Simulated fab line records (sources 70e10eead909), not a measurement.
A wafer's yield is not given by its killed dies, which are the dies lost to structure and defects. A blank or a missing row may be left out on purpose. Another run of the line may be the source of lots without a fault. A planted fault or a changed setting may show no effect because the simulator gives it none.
A lot that was struck, set against a sound lot ; flow nand harc ; 13 steps out of a route of 1302
Sound: the wafers L643.2, L643.4, L643.6. Wafers L645.2, L645.4, L645.6 were the ones struck. The cause is named last.
Per side, at each step with rows, come the tool, then ch with its chambers, and then its first start. Under that, the readings that differ: sound wafers ; struck wafers ; difference of the means ; sigmas: that difference in standard deviations of wafers without a fault.
alike: same words and numbers on both sides, and readings whose means sit less than 2 such deviations apart. not compared: any withheld reading, any reading some wafer has no value for, any bound like >300 that may hide the same value, and any number with overlapping values for which the record gives no deviation.
Wherever a step has rows on one side only, a row that says differs or no value, or a row with sigmas, the two part there. Non-overlapping numbers with no deviation appear without sigmas and do not part them. A reading missing from all wafers of one side parts the sides only when that side holds two or more wafers.

NHARC_P_M0_INSPECT_27:
  sound on defect inspect-01 at day 8 19:20; struck on defect inspect-01 at day 9 15:10
  alike: raw defect count
NHARC_P_M0_PRE_CLEAN_31: time 12 s.
  sound on pecvd-01 ch 0,2, day 8 19:25; struck on pecvd-04 ch 1,2, day 9 15:16
  alike: heater power w
NHARC_P_M0_DEP_32: deposits SiCN, target thk 30 nm.
  sound on pecvd-01 ch 0,2, day 8 19:32; struck on pecvd-04 ch 1,2, day 9 15:24
  alike: heater power w
then, 8 steps without rows for these wafers: NHARC_P_M1_DEP_00 (deposits SiOC, target thk 182.5 nm); NHARC_P_M1_DEHYDRATE_01 (time 120 s); NHARC_P_M1_HMDS_02 (time 30 s); NHARC_P_M1_COAT_34 (time 65 s); NHARC_P_M1_COAT_03 (resist thk 90 nm); NHARC_P_M1_SOFTBAKE_04 (time 55 s); NHARC_P_M1_EBR_05; NHARC_P_M1_EXPOSE_06 (exposes mask P M1, target cd 130 nm).
NHARC_P_M1_PEB_07: peb time 65 s.
  struck on litho track-06, day 9 16:29; sound on litho track-04 ch 0, day 8 21:05
  no value came back on the struck wafers for chill plate temp C (C), exhaust pa (Pa); on the sound wafers chill plate temp C (C) reads 23.09 23.13 23.05
then, 1 step without rows for these wafers: NHARC_P_M1_DEVELOP_08 (develop time 35 s).

## WHERE THEY PART
Only at NHARC_P_M1_PEB_07, as far as this record shows.

WHY: what had been put in by the simulator
Skipped step whole: litho track-06, from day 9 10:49 on, at NHARC_P_M1_PEB_07. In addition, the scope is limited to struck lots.
